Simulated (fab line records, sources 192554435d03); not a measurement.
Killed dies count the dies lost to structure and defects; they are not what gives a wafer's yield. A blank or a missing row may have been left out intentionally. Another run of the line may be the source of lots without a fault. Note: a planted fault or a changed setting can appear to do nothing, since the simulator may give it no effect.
Chamber matching    flow n5-finfet    N5_BEOL_M5_ETCH_67 on rie-diel-06: 4 sister chambers
The step etches SiARC in CF4, target depth 15.6 nm, time 26 s. 8 wafers are shown with their chamber, then 10 later ones without.

== WAFERS PAIRED WITH THEIR CHAMBERS ==
wafer   chamber  drypump-motor-current-A (A)  showerhead-plenum-p-Torr (Torr)
L077.6  1        5.42                         2.22
L078.6  2        5.83                         2.13
L082.6  1        5.40                         2.21
L086.1  0        6.11                         2.12
L086.2  3        5.82                         2.07
L086.3  2        5.84                         2.13
L087.1  0        6.10                         2.12
L087.4  3        5.87                         2.07

== WAFERS WITH NO CHAMBER GIVEN ==
wafer   drypump-motor-current-A (A)  showerhead-plenum-p-Torr (Torr)
L087.5  6.11                         2.12
L096.1  5.85                         2.12
L096.2  5.42                         2.21
L096.3  6.10                         2.12
L096.4  5.85                         2.07
L096.5  5.83                         2.07
L096.6  6.12                         2.12
L097.2  5.84                         2.06
L097.3  5.82                         2.12
L097.5  5.82                         2.07

== THE CHAMBER EACH PASSED THROUGH ==
wafer   from the rows above  in truth
L087.5  0                    0
L096.1  2                    2
L096.2  1                    1
L096.3  0                    0
L096.4  3                    3
L096.5  3                    3
L096.6  0                    0
L097.2  3                    3
L097.3  2                    2
L097.5  3                    3
Correct placement for 10 of the 10. Left unplaced by these rows: 0. Wrongly placed: 0.
How it was worked out, from the rows above alone: a wafer's distance from a chamber is the root of the sum, over the readings, of the square of ((its reading less the chamber's mean) divided by the reading's scatter). The wafer belongs to the nearest chamber; if the next one is less than 2 further off, it can't be placed. A chamber's mean is the mean of its shown wafers. The scatter: the root of (the sum of the squares of (reading less its chamber's mean) over the shown wafers, divided by (wafers less chambers)).
